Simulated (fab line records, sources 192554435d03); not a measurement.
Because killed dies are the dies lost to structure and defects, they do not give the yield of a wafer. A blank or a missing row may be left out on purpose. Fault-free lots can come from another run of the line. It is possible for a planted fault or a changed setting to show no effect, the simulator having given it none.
Chamber matching :: flow n5 finfet :: 3 sister chambers for N5_BEOL_M8_DEP_56 on pecvd-02
The step deposits SiCN from 3MS/NH3, target thk 10 nm, time 17.5 s. 6 wafers are shown with their chamber, then 10 later ones without.

## WAFERS, EACH WITH ITS CHAMBER
wafer: L081.1
chamber: 2
showerhead plenum p Torr (Torr): 3.687
throttle valve pct (%): 9.6

wafer: L081.2
chamber: 0
showerhead plenum p Torr (Torr): 3.664
throttle valve pct (%): 9.3

wafer: L081.3
chamber: 0
showerhead plenum p Torr (Torr): 3.664
throttle valve pct (%): 9.6

wafer: L084.4
chamber: 2
showerhead plenum p Torr (Torr): 3.680
throttle valve pct (%): 9.7

wafer: L087.3
chamber: 1
showerhead plenum p Torr (Torr): 3.658
throttle valve pct (%): 9.4

wafer: L087.5
chamber: 1
showerhead plenum p Torr (Torr): 3.658
throttle valve pct (%): 9.6

## WAFERS WHOSE CHAMBER IS MISSING
wafer: L087.6
showerhead plenum p Torr (Torr): 3.668
throttle valve pct (%): 9.4

wafer: L091.1
showerhead plenum p Torr (Torr): 3.667
throttle valve pct (%): 10.3

wafer: L091.2
showerhead plenum p Torr (Torr): 3.672
throttle valve pct (%): 9.4

wafer: L091.4
showerhead plenum p Torr (Torr): 3.654
throttle valve pct (%): 9.6

wafer: L094.3
showerhead plenum p Torr (Torr): 3.659
throttle valve pct (%): 9.4

wafer: L094.5
showerhead plenum p Torr (Torr): 3.656
throttle valve pct (%): 9.2

wafer: L094.6
showerhead plenum p Torr (Torr): 3.678
throttle valve pct (%): 10.0

wafer: L093.1
showerhead plenum p Torr (Torr): 3.652
throttle valve pct (%): 9.4

wafer: L093.2
showerhead plenum p Torr (Torr): 3.668
throttle valve pct (%): 9.8

wafer: L093.4
showerhead plenum p Torr (Torr): 3.672
throttle valve pct (%): 9.6

## CHAMBER TAKEN BY EACH
wafer: L087.6
from the rows above: 0
in truth: 0

wafer: L091.1
from the rows above: can't be placed: 0 or 1 or 2
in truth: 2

wafer: L091.2
from the rows above: can't be placed: 0 or 2
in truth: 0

wafer: L091.4
from the rows above: 1
in truth: 1

wafer: L094.3
from the rows above: can't be placed: 1 or 0
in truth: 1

wafer: L094.5
from the rows above: can't be placed: 1 or 0
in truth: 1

wafer: L094.6
from the rows above: 2
in truth: 2

wafer: L093.1
from the rows above: 1
in truth: 1

wafer: L093.2
from the rows above: can't be placed: 0 or 1
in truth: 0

wafer: L093.4
from the rows above: can't be placed: 0 or 2 or 1
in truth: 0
Correct placement for 4 of the 10. Can't be placed from these rows: 6 (the true chamber is among the candidates in 6). 0 placed wrongly.
How it was worked out, from the rows above alone: a wafer's distance from a chamber is the root of the sum, over the readings, of the square of ((its reading less the chamber's mean) divided by the reading's scatter). The wafer belongs to the nearest chamber; if the next one is less than 2 further off, it can't be placed. A chamber's mean is the mean of its shown wafers. The scatter is the square root of a quotient: the sum, over the shown wafers, of each reading's squared deviation from its chamber's mean, divided by wafers minus chambers.
